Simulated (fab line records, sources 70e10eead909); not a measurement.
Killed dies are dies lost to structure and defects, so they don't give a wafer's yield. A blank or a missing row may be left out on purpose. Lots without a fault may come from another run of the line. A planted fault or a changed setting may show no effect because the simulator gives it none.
Tool commonality check | flow nand_harc | 11 lots, 33 wafers sampled

WHY IT WAS OPENED
At NHARC_P_ZERO_WELL_CD_MEAS_11 the reading cd_nm is flagged on 2 of 11 lots. Wafers without a fault read 499.8 nm, standard deviation 2.9.
Rule: a lot is flagged when every wafer of it that has a number lies more than 4 standard deviations from that mean, or none has a number. The other lots count as sound.

lot  | measured     | on        | cd_nm (nm), wafer by wafer | flag
L351 | day 1 21:14  | cd_sem-02 | 496.9 499.6 504.1          |
L352 | day 2 07:14  | cd_sem-01 | 499.7 500.6 501.4          |
L354 | day 3 03:16  | cd_sem-03 | 501.2 506.9 500.3          |
L357 | day 4 09:08  | cd_sem-01 | 497.5 495.2 500.0          |
L359 | day 5 05:14  | cd_sem-03 | 498.6 496.1 496.7          |
L360 | day 5 15:15  | cd_sem-02 | 501.1 502.9 504.3          |
L361 | day 6 01:14  | cd_sem-03 | 500.2 498.5 502.2          |
L367 | day 8 13:19  | cd_sem-01 | 552.3 550.1 551.3          | FLAGGED
L368 | day 8 23:14  | cd_sem-03 | 554.3 547.7 551.4          | FLAGGED
L373 | day 11 01:08 | cd_sem-03 | 496.2 502.4 500.8          |
L374 | day 11 11:14 | cd_sem-01 | 501.8 499.3 499.2          |
The numbers of the flagged lots are 551.2 nm on average: +51.4 nm against the usual, or +18 standard deviations.

WHICH TOOL RAN EACH LOT
The record holds 1 process step before the reading, out of a route of 1302 steps. In each cell: the tool, then ch and the chambers that the sampled wafers went through, then the start.
lot  | flag    | NHARC_P_ZERO_WELL_PEB_09
L351 |         | litho_track-03 ch 0, day 1 21:09
L352 |         | litho_track-03 ch 0, day 2 07:09
L354 |         | litho_track-03 ch 0, day 3 03:11
L357 |         | litho_track-02 ch 0, day 4 09:02
L359 |         | litho_track-07 ch 0, day 5 05:09
L360 |         | litho_track-02 ch 0, day 5 15:10
L361 |         | litho_track-02 ch 0, day 6 01:09
L367 | FLAGGED | litho_track-03 ch 0, day 8 13:13
L368 | FLAGGED | litho_track-03 ch 0, day 8 23:09
L373 |         | litho_track-02 ch 0, day 11 01:03
L374 |         | litho_track-03 ch 0, day 11 11:10
What these steps do:
- NHARC_P_ZERO_WELL_PEB_09: peb time 80 s.
- NHARC_P_ZERO_WELL_CD_MEAS_11: target cd 500 nm.

FLAGGED OVER TOTAL, TOOL BY TOOL (the gauges that took the reading come last)
step                         | tool           | lots run | flagged | share of the flagged lots | sound lots run after its first flagged lot
NHARC_P_ZERO_WELL_PEB_09     | litho_track-02 | 4        | 0       | none                      | -
NHARC_P_ZERO_WELL_PEB_09     | litho_track-03 | 6        | 2       | all                       | 1 (L374)
NHARC_P_ZERO_WELL_PEB_09     | litho_track-07 | 1        | 0       | none                      | -
NHARC_P_ZERO_WELL_CD_MEAS_11 | cd_sem-01      | 4        | 1       | some                      | 1 (L374)
NHARC_P_ZERO_WELL_CD_MEAS_11 | cd_sem-02      | 2        | 0       | none                      | -
NHARC_P_ZERO_WELL_CD_MEAS_11 | cd_sem-03      | 5        | 1       | some                      | 1 (L373)

WHAT THE TABLE ALLOWS
1 row of the table ran every flagged lot: litho_track-03 at NHARC_P_ZERO_WELL_PEB_09.
- litho_track-03 at NHARC_P_ZERO_WELL_PEB_09: 2 of its 6 lots flagged. Sound lots ran on it after the first flagged one (L374), which a lasting fault on the whole tool wouldn't allow. Its own readings lie more than 4 standard deviations out on every wafer of the flagged lots: heater_power_total_W, plate_temp_C.
No row of the table ran every flagged lot and no sound lot after the first.

WHAT THE SIMULATOR HAD PUT IN
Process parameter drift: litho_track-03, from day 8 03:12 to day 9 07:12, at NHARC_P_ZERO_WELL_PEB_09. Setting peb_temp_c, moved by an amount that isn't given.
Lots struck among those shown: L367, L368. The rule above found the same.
